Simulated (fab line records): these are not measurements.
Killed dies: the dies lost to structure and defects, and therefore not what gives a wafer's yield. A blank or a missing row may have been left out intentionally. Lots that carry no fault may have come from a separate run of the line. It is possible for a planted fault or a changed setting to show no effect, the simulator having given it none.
Matching of chambers :: flow nand-harc :: rie-diel-04 running NHARC_A_STAIRCASE_ETCH_271: 4 sister chambers
The step etches the open film in CF4/CHF3. 4 wafers are shown with their chamber, then 8 later ones without.

WAFERS, EACH WITH ITS CHAMBER
wafer: L088.3
chamber: 2
showerhead-plenum-p-Torr (Torr): 1.57

wafer: L088.4
chamber: 1
showerhead-plenum-p-Torr (Torr): 1.69

wafer: L088.6
chamber: 0
showerhead-plenum-p-Torr (Torr): 1.46

wafer: L092.3
chamber: 3
showerhead-plenum-p-Torr (Torr): 1.54

WAFERS WITHOUT THEIR CHAMBER
wafer: L092.4
showerhead-plenum-p-Torr (Torr): 1.68

wafer: L092.5
showerhead-plenum-p-Torr (Torr): 1.54

wafer: L095.3
showerhead-plenum-p-Torr (Torr): 1.70

wafer: L095.5
showerhead-plenum-p-Torr (Torr): 1.70

wafer: L095.6
showerhead-plenum-p-Torr (Torr): 1.68

wafer: L096.2
showerhead-plenum-p-Torr (Torr): 1.68

wafer: L096.3
showerhead-plenum-p-Torr (Torr): 1.56

wafer: L096.6
showerhead-plenum-p-Torr (Torr): 1.68

CHAMBER TAKEN BY EACH
wafer: L092.4
from the rows above: 1
in truth: 1

wafer: L092.5
from the rows above: 3
in truth: 3

wafer: L095.3
from the rows above: 1
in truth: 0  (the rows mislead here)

wafer: L095.5
from the rows above: 1
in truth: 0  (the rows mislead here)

wafer: L095.6
from the rows above: 1
in truth: 1

wafer: L096.2
from the rows above: 1
in truth: 1

wafer: L096.3
from the rows above: can't be placed: 2 or 3
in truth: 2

wafer: L096.6
from the rows above: 1
in truth: 1
Placed correctly: 5 of 8. Cannot be placed on the basis of these rows: 1; the candidates contain the true chamber in 1. 2 placed wrongly.
How it was worked out, from the rows above alone: a wafer's distance from a chamber is the root of the sum, over the readings, of the square of ((its reading less the chamber's mean) divided by the reading's scatter). The wafer belongs to the nearest chamber; if the next one is less than 2 further off, it can't be placed. For every chamber, the mean is computed from those of its wafers that are shown. The scatter: root of mean squared gap, hidden wafer to nearest shown wafer, with one shown wafer a chamber.
